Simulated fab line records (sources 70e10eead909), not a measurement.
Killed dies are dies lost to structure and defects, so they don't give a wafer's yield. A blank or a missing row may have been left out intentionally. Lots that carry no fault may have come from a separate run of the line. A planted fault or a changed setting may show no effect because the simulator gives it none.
The tool behind it: which one? | flow nandHarc | Sampling: 7 lots, 20 wafers, 4 of 1302 route steps

== WHAT THE GAUGES SHOWED, per wafer ==
NHARC_A_ONON_D1_THK_MEAS_02: measures by ellipsometry.
lot  | measured     | on           | thkNm (nm)
L550 | day 7 22:43  | filmMetro-01 | 1001 1001 998
L553 | day 9 14:27  | filmMetro-02 | 996 997 869
L555 | day 10 08:49 | filmMetro-02 | 1021 896
L563 | day 13 22:08 | filmMetro-02 | 991 992 991
L566 | day 14 22:10 | filmMetro-02 | 998 998 999
L568 | day 15 22:32 | filmMetro-02 | 1005 1005 1004
L570 | day 16 10:45 | filmMetro-01 | 998 996 995

== WHAT TOOL EACH LOT RAN ON (gives the tool, then ch and the chambers of the sampled wafers, and finally the start) ==
lot  | NHARC_P_BONDPAD_DEGAS_25    | NHARC_A_ZERO_WELL_ETCH_19         | NHARC_A_ONON_D1_DEP_00
L550 | pvdSputter-01, day 6 23:27  | rieDiel-06 ch 0,1,3, day 7 02:41  | pecvdOnon-04 ch 0, day 7 22:13
L553 | pvdSputter-01, day 8 13:01  | rieDiel-09 ch 0,2,3, day 8 16:11  | pecvdOnon-01 ch 0, day 9 14:00
L555 | pvdSputter-01, day 9 04:02  | rieDiel-06 ch 2,3, day 9 07:11    | pecvdOnon-01 ch 0, day 10 08:25
L563 | pvdSputter-01, day 12 21:18 | rieDiel-06 ch 2,3, day 13 00:27   | pecvdOnon-01 ch 0, day 13 21:41
L566 | pvdSputter-01, day 13 20:03 | rieDiel-07 ch 1,2,3, day 14 00:14 | pecvdOnon-01 ch 0, day 14 21:43
L568 | pvdSputter-03, day 14 17:37 | rieDiel-06 ch 0,2,3, day 14 20:47 | pecvdOnon-01 ch 0, day 15 22:02
L570 | pvdSputter-02, day 15 06:43 | rieDiel-06 ch 1,2,3, day 15 09:54 | pecvdOnon-01 ch 0, day 16 10:14
- NHARC_P_BONDPAD_DEGAS_25: time 60 s.
- NHARC_A_ZERO_WELL_ETCH_19: etches the open film in N2/H2, target depth 80 nm, overetch 24 nm, time 87.88 s.
- NHARC_A_ONON_D1_DEP_00: target thk 1000 nm.

== THE ANSWER, worked out from the rows above alone ==
Rule: usual is defined by the lots themselves. The widest of any qualifying gaps counts: lots, ordered by their means at a reading, are off when they make up no more than a third of the lots, leave a main group of 4 or more, and stand apart from it by 3 or more times the standard deviation of that group's means. Not used: any main group whose means are identical at the precision the tables above print for the reading. A lot without any number at a reading at which 4 lots or more have one is off too. Any other lot the step has rows for is counted as sound.
Off, at NHARC_A_ONON_D1_THK_MEAS_02 on thkNm: L553, L555. Main group: mean 998 nm, sd 4.4.
If a tool, at a process step before that reading, ran all the lots that are off and no sound lot after the first of them, it fits. The gauges at NHARC_A_ONON_D1_THK_MEAS_02 are tried like those tools. None of those tried fits.

== WHAT THE SIMULATOR HAD INSERTED ==
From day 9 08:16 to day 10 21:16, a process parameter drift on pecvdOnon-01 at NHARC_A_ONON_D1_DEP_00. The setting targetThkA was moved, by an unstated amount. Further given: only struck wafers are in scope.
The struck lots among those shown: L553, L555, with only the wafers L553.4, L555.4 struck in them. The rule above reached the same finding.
